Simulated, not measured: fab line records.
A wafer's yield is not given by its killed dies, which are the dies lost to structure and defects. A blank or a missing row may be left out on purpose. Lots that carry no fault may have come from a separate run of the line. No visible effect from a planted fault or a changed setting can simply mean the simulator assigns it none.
What tool caused it? / flow nandHarc / 11 lots, 33 wafers sampled, at 6 steps of a route of 1302

== WHAT EACH GAUGE READ, for each wafer ==
NHARC_P_ZERO_WELL_CD_MEAS_52: target cd 2000 nm.
lot=L408; measured=day 2 01:31; on=cdSem-02; cdNm (nm)=1996.2 1998.8 2000.0
lot=L409; measured=day 2 12:31; on=cdSem-02; cdNm (nm)=1998.5 1998.9 2001.5
lot=L410; measured=day 2 21:44; on=cdSem-01; cdNm (nm)=1999.6 2002.3 1999.2
lot=L412; measured=day 3 17:31; on=cdSem-03; cdNm (nm)=1998.2 1997.2 1998.9
lot=L416; measured=day 5 09:53; on=cdSem-02; cdNm (nm)=2001.0 2000.5 2001.1
lot=L417; measured=day 5 19:37; on=cdSem-03; cdNm (nm)=1999.2 1997.9 2000.5
lot=L419; measured=day 6 15:44; on=cdSem-03; cdNm (nm)=1415.1 1412.3 1413.6
lot=L428; measured=day 10 09:40; on=cdSem-02; cdNm (nm)=1991.8 1998.6 1997.2
lot=L429; measured=day 10 19:38; on=cdSem-03; cdNm (nm)=1998.7 2001.8 2001.6
lot=L430; measured=day 11 05:37; on=cdSem-01; cdNm (nm)=1998.4 1997.0 1998.8
lot=L431; measured=day 11 15:36; on=cdSem-02; cdNm (nm)=1999.6 1997.5 1999.2

NHARC_END_SORT_01.
lot=L419; measured=day 29 08:53; on=prober-02; killedAtArray=62 62 70; killedAtOther=0 0 0; killedAtPeriphery=615 615 607; killedDies=677 677 677; killedOpen=3 3 1; killedShort=7 2 3

== EACH LOT AND THE TOOL THAT RAN IT (in order: tool; ch and the chambers of the sampled wafers; start) ==
lot=L408; NHARC_P_ZERO_WELL_ETCH_63=rieSi-04 ch 0,2,3, day 1 21:40; NHARC_P_ZERO_WELL_DESCUM_26=rieDiel-01 ch 0,1,3, day 1 22:40; NHARC_P_ZERO_WELL_EXPOSE_49=krfScanner-04 ch 0, day 2 01:22; NHARC_P_GATE_HM_OPEN_105=rieDiel-03 ch 1,2,3, no start
lot=L409; NHARC_P_ZERO_WELL_ETCH_63=rieSi-03 ch 0,3, day 2 08:16; NHARC_P_ZERO_WELL_DESCUM_26=rieDiel-07 ch 0,2,3, day 2 09:23; NHARC_P_ZERO_WELL_EXPOSE_49=krfScanner-03 ch 0, day 2 12:22; NHARC_P_GATE_HM_OPEN_105=rieDiel-05 ch 0,2, no start
lot=L410; NHARC_P_ZERO_WELL_ETCH_63=rieSi-04 ch 0,1,3, day 2 17:41; NHARC_P_ZERO_WELL_DESCUM_26=rieDiel-07 ch 0,1, day 2 18:44; NHARC_P_ZERO_WELL_EXPOSE_49=krfScanner-03 ch 0, day 2 21:35; NHARC_P_GATE_HM_OPEN_105=rieDiel-02 ch 0,1,3, no start
lot=L412; NHARC_P_ZERO_WELL_ETCH_63=rieSi-02 ch 0,3, day 3 13:41; NHARC_P_ZERO_WELL_DESCUM_26=rieDiel-07 ch 0,3, day 3 14:39; NHARC_P_ZERO_WELL_EXPOSE_49=krfScanner-01 ch 0, day 3 17:22; NHARC_P_GATE_HM_OPEN_105=rieDiel-03 ch 0,1,2, no start
lot=L416; NHARC_P_ZERO_WELL_ETCH_63=rieSi-03 ch 1,2,3, day 5 06:01; NHARC_P_ZERO_WELL_DESCUM_26=rieDiel-04 ch 0,2,3, day 5 07:01; NHARC_P_ZERO_WELL_EXPOSE_49=krfScanner-03 ch 0, day 5 09:44; NHARC_P_GATE_HM_OPEN_105=rieDiel-05 ch 0,1,3, no start
lot=L417; NHARC_P_ZERO_WELL_ETCH_63=rieSi-02 ch 0,2, day 5 15:32; NHARC_P_ZERO_WELL_DESCUM_26=rieDiel-07 ch 0,1,3, day 5 16:38; NHARC_P_ZERO_WELL_EXPOSE_49=krfScanner-03 ch 0, day 5 19:28; NHARC_P_GATE_HM_OPEN_105=rieDiel-05 ch 2,3, no start
lot=L419; NHARC_P_ZERO_WELL_ETCH_63=rieSi-04 ch 0,2,3, day 6 11:32; NHARC_P_ZERO_WELL_DESCUM_26=rieDiel-01 ch 0,1,3, day 6 12:37; NHARC_P_ZERO_WELL_EXPOSE_49=krfScanner-03 ch 0, day 6 15:35; NHARC_P_GATE_HM_OPEN_105=-
lot=L428; NHARC_P_ZERO_WELL_ETCH_63=rieSi-04 ch 0,3, day 10 05:34; NHARC_P_ZERO_WELL_DESCUM_26=rieDiel-01 ch 1,2, day 10 06:32; NHARC_P_ZERO_WELL_EXPOSE_49=krfScanner-01 ch 0, day 10 09:29; NHARC_P_GATE_HM_OPEN_105=rieDiel-02 ch 0,1,3, no start
lot=L429; NHARC_P_ZERO_WELL_ETCH_63=rieSi-03 ch 1,3, day 10 15:42; NHARC_P_ZERO_WELL_DESCUM_26=rieDiel-04 ch 0,1,3, day 10 16:47; NHARC_P_ZERO_WELL_EXPOSE_49=krfScanner-01 ch 0, day 10 19:29; NHARC_P_GATE_HM_OPEN_105=rieDiel-02 ch 2,3, no start
lot=L430; NHARC_P_ZERO_WELL_ETCH_63=rieSi-04 ch 0,2, day 11 01:32; NHARC_P_ZERO_WELL_DESCUM_26=rieDiel-07 ch 1,3, day 11 02:38; NHARC_P_ZERO_WELL_EXPOSE_49=krfScanner-03 ch 0, day 11 05:27; NHARC_P_GATE_HM_OPEN_105=rieDiel-02 ch 1,2, no start
lot=L431; NHARC_P_ZERO_WELL_ETCH_63=rieSi-04 ch 0,2, day 11 11:40; NHARC_P_ZERO_WELL_DESCUM_26=rieDiel-01 ch 0,2,3, day 11 12:45; NHARC_P_ZERO_WELL_EXPOSE_49=krfScanner-03 ch 0, day 11 15:27; NHARC_P_GATE_HM_OPEN_105=rieDiel-05 ch 0,1,2, no start
- NHARC_P_ZERO_WELL_ETCH_63: etches the open film in HBr/Cl2, target depth 120 nm, time 40.1 s.
- NHARC_P_ZERO_WELL_DESCUM_26: chemistry O2, time 3 s.
- NHARC_P_ZERO_WELL_EXPOSE_49: exposes mask P HVPW, target cd 2000 nm.
- NHARC_P_GATE_HM_OPEN_105: chemistry O2/COS, target depth 360 nm.

== WHAT THE TOOLS THEMSELVES READ (means of the sampled wafers that have a number; where no wafer has one, the mark that the record gives instead) ==
NHARC_P_ZERO_WELL_ETCH_63.
lot=L408; tool=rieSi-04; chamberPressureMTorr (mTorr)=14.999; drypumpMotorCurrentA (A)=5.5; oesProductAu (a.u.)=1.007; throttleValvePct (%)=26.413
lot=L409; tool=rieSi-03; chamberPressureMTorr (mTorr)=15.000; drypumpMotorCurrentA (A)=5.5; oesProductAu (a.u.)=0.995; throttleValvePct (%)=26.402
lot=L410; tool=rieSi-04; chamberPressureMTorr (mTorr)=14.997; drypumpMotorCurrentA (A)=5.7; oesProductAu (a.u.)=0.995; throttleValvePct (%)=26.408
lot=L412; tool=rieSi-02; chamberPressureMTorr (mTorr)=15.007; drypumpMotorCurrentA (A)=5.1; oesProductAu (a.u.)=0.997; throttleValvePct (%)=26.408
lot=L416; tool=rieSi-03; chamberPressureMTorr (mTorr)=15.004; drypumpMotorCurrentA (A)=6.0; oesProductAu (a.u.)=0.991; throttleValvePct (%)=26.405
lot=L417; tool=rieSi-02; chamberPressureMTorr (mTorr)=15.006; drypumpMotorCurrentA (A)=5.0; oesProductAu (a.u.)=1.006; throttleValvePct (%)=26.407
lot=L419; tool=rieSi-04; chamberPressureMTorr (mTorr)=15.002; drypumpMotorCurrentA (A)=5.5; oesProductAu (a.u.)=1.010; throttleValvePct (%)=26.417
lot=L428; tool=rieSi-04; chamberPressureMTorr (mTorr)=15.012; drypumpMotorCurrentA (A)=5.8; oesProductAu (a.u.)=0.999; throttleValvePct (%)=26.403
lot=L429; tool=rieSi-03; chamberPressureMTorr (mTorr)=14.998; drypumpMotorCurrentA (A)=5.9; oesProductAu (a.u.)=1.007; throttleValvePct (%)=26.402
lot=L430; tool=rieSi-04; chamberPressureMTorr (mTorr)=14.993; drypumpMotorCurrentA (A)=5.8; oesProductAu (a.u.)=1.011; throttleValvePct (%)=26.411
lot=L431; tool=rieSi-04; chamberPressureMTorr (mTorr)=15.001; drypumpMotorCurrentA (A)=5.9; oesProductAu (a.u.)=1.006; throttleValvePct (%)=26.412

NHARC_P_ZERO_WELL_DESCUM_26.
lot=L408; tool=rieDiel-01; chamberPressureMTorr (mTorr)=60.01; drypumpMotorCurrentA (A)=6.1; oesProductAu (a.u.)=1.003; rfVppV (V)=57.4; showerheadPlenumPTorr (Torr)=1.88; throttleValvePct (%)=11.305
lot=L409; tool=rieDiel-07; chamberPressureMTorr (mTorr)=59.96; drypumpMotorCurrentA (A)=5.2; oesProductAu (a.u.)=0.997; rfVppV (V)=57.6; showerheadPlenumPTorr (Torr)=1.89; throttleValvePct (%)=11.303
lot=L410; tool=rieDiel-07; chamberPressureMTorr (mTorr)=60.01; drypumpMotorCurrentA (A)=5.4; oesProductAu (a.u.)=0.998; rfVppV (V)=57.9; showerheadPlenumPTorr (Torr)=1.93; throttleValvePct (%)=11.310
lot=L412; tool=rieDiel-07; chamberPressureMTorr (mTorr)=60.02; drypumpMotorCurrentA (A)=5.3; oesProductAu (a.u.)=0.992; rfVppV (V)=57.7; showerheadPlenumPTorr (Torr)=1.86; throttleValvePct (%)=11.305
lot=L416; tool=rieDiel-04; chamberPressureMTorr (mTorr)=60.01; drypumpMotorCurrentA (A)=5.7; oesProductAu (a.u.)=0.996; rfVppV (V)=57.8; showerheadPlenumPTorr (Torr)=2.01; throttleValvePct (%)=11.315
lot=L417; tool=rieDiel-07; chamberPressureMTorr (mTorr)=59.98; drypumpMotorCurrentA (A)=5.5; oesProductAu (a.u.)=1.009; rfVppV (V)=57.8; showerheadPlenumPTorr (Torr)=1.84; throttleValvePct (%)=11.307
lot=L419; tool=rieDiel-01; chamberPressureMTorr (mTorr)=59.93; drypumpMotorCurrentA (A)=6.1; oesProductAu (a.u.)=1.009; rfVppV (V)=57.9; showerheadPlenumPTorr (Torr)=1.87; throttleValvePct (%)=11.309
lot=L428; tool=rieDiel-01; chamberPressureMTorr (mTorr)=59.98; drypumpMotorCurrentA (A)=6.1; oesProductAu (a.u.)=1.001; rfVppV (V)=56.8; showerheadPlenumPTorr (Torr)=1.84; throttleValvePct (%)=11.315
lot=L429; tool=rieDiel-04; chamberPressureMTorr (mTorr)=60.02; drypumpMotorCurrentA (A)=5.6; oesProductAu (a.u.)=0.991; rfVppV (V)=58.3; showerheadPlenumPTorr (Torr)=2.02; throttleValvePct (%)=11.309
lot=L430; tool=rieDiel-07; chamberPressureMTorr (mTorr)=60.02; drypumpMotorCurrentA (A)=5.7; oesProductAu (a.u.)=0.993; rfVppV (V)=59.2; showerheadPlenumPTorr (Torr)=2.06; throttleValvePct (%)=11.312
lot=L431; tool=rieDiel-01; chamberPressureMTorr (mTorr)=59.97; drypumpMotorCurrentA (A)=5.9; oesProductAu (a.u.)=1.003; rfVppV (V)=58.0; showerheadPlenumPTorr (Torr)=1.91; throttleValvePct (%)=11.322

NHARC_P_ZERO_WELL_EXPOSE_49.
lot=L408; tool=krfScanner-04; reticleTempC (C)=23.09
lot=L409; tool=krfScanner-03; reticleTempC (C)=23.14
lot=L410; tool=krfScanner-03; reticleTempC (C)=23.16
lot=L412; tool=krfScanner-01; reticleTempC (C)=23.04
lot=L416; tool=krfScanner-03; reticleTempC (C)=23.08
lot=L417; tool=krfScanner-03; reticleTempC (C)=22.86
lot=L419; tool=krfScanner-03; reticleTempC (C)=22.91
lot=L428; tool=krfScanner-01; reticleTempC (C)=22.96
lot=L429; tool=krfScanner-01; reticleTempC (C)=23.11
lot=L430; tool=krfScanner-03; reticleTempC (C)=23.00
lot=L431; tool=krfScanner-03; reticleTempC (C)=23.01

NHARC_P_GATE_HM_OPEN_105.
lot=L408; tool=rieDiel-03; chamberPressureMTorr (mTorr)=19.994; drypumpMotorCurrentA (A)=5.9; oesProductAu (a.u.)=0.996; rfVppV (V)=466.5; showerheadPlenumPTorr (Torr)=3.11; throttleValvePct (%)=28.327
lot=L409; tool=rieDiel-05; chamberPressureMTorr (mTorr)=20.019; drypumpMotorCurrentA (A)=5.5; oesProductAu (a.u.)=1.008; rfVppV (V)=466.7; showerheadPlenumPTorr (Torr)=3.12; throttleValvePct (%)=28.320
lot=L410; tool=rieDiel-02; chamberPressureMTorr (mTorr)=19.996; drypumpMotorCurrentA (A)=5.5; oesProductAu (a.u.)=1.001; rfVppV (V)=468.2; showerheadPlenumPTorr (Torr)=3.14; throttleValvePct (%)=28.336
lot=L412; tool=rieDiel-03; chamberPressureMTorr (mTorr)=19.985; drypumpMotorCurrentA (A)=5.9; oesProductAu (a.u.)=1.001; rfVppV (V)=467.8; showerheadPlenumPTorr (Torr)=3.14; throttleValvePct (%)=28.328
lot=L416; tool=rieDiel-05; chamberPressureMTorr (mTorr)=20.001; drypumpMotorCurrentA (A)=5.6; oesProductAu (a.u.)=0.993; rfVppV (V)=470.1; showerheadPlenumPTorr (Torr)=3.26; throttleValvePct (%)=28.329
lot=L417; tool=rieDiel-05; chamberPressureMTorr (mTorr)=20.020; drypumpMotorCurrentA (A)=6.0; oesProductAu (a.u.)=1.001; rfVppV (V)=467.9; showerheadPlenumPTorr (Torr)=3.15; throttleValvePct (%)=28.336
lot=L428; tool=rieDiel-02; chamberPressureMTorr (mTorr)=19.984; drypumpMotorCurrentA (A)=5.5; oesProductAu (a.u.)=1.005; rfVppV (V)=467.1; showerheadPlenumPTorr (Torr)=3.13; throttleValvePct (%)=28.335
lot=L429; tool=rieDiel-02; chamberPressureMTorr (mTorr)=20.011; drypumpMotorCurrentA (A)=5.3; oesProductAu (a.u.)=1.010; rfVppV (V)=465.4; showerheadPlenumPTorr (Torr)=3.06; throttleValvePct (%)=28.334
lot=L430; tool=rieDiel-02; chamberPressureMTorr (mTorr)=19.991; drypumpMotorCurrentA (A)=5.4; oesProductAu (a.u.)=1.013; rfVppV (V)=466.5; showerheadPlenumPTorr (Torr)=3.06; throttleValvePct (%)=28.324
lot=L431; tool=rieDiel-05; chamberPressureMTorr (mTorr)=19.991; drypumpMotorCurrentA (A)=5.4; oesProductAu (a.u.)=0.991; rfVppV (V)=468.9; showerheadPlenumPTorr (Torr)=3.19; throttleValvePct (%)=28.319

== THE ANSWER, worked out from the rows above alone ==
Rule: usual is defined by the lots themselves. Put in order of their means at a reading, lots are off if they are a third of the lots or fewer, leave a main group of 4 or more, and stand apart from it by a gap of 3 or more times the standard deviation of the main group's means; of several such gaps the widest counts. A main group whose means are all the same, to the digits that the tables above print for the reading, isn't used. A lot without any number at a reading at which 4 lots or more have one is off too. All remaining lots with rows at the step are treated as sound. The gauges are gone through in route order, then the tools' own readings, and for those a lot's mean is taken as printed above. The first step at which some lot is off is used, and at that step the reading that is off furthest; a lot without a number counts as furthest.
Off: L419, at NHARC_P_ZERO_WELL_CD_MEAS_52 (cdNm). Mean 1999.0 nm and standard deviation 1.4 in the main group.
A tool fits if, at a process step before that reading, it ran every lot that is off, and no sound lot after the first of them. The gauges at NHARC_P_ZERO_WELL_CD_MEAS_52 are tried like those tools. No candidate that was tried fits.

== WHAT THE SIMULATOR HAD INSERTED ==
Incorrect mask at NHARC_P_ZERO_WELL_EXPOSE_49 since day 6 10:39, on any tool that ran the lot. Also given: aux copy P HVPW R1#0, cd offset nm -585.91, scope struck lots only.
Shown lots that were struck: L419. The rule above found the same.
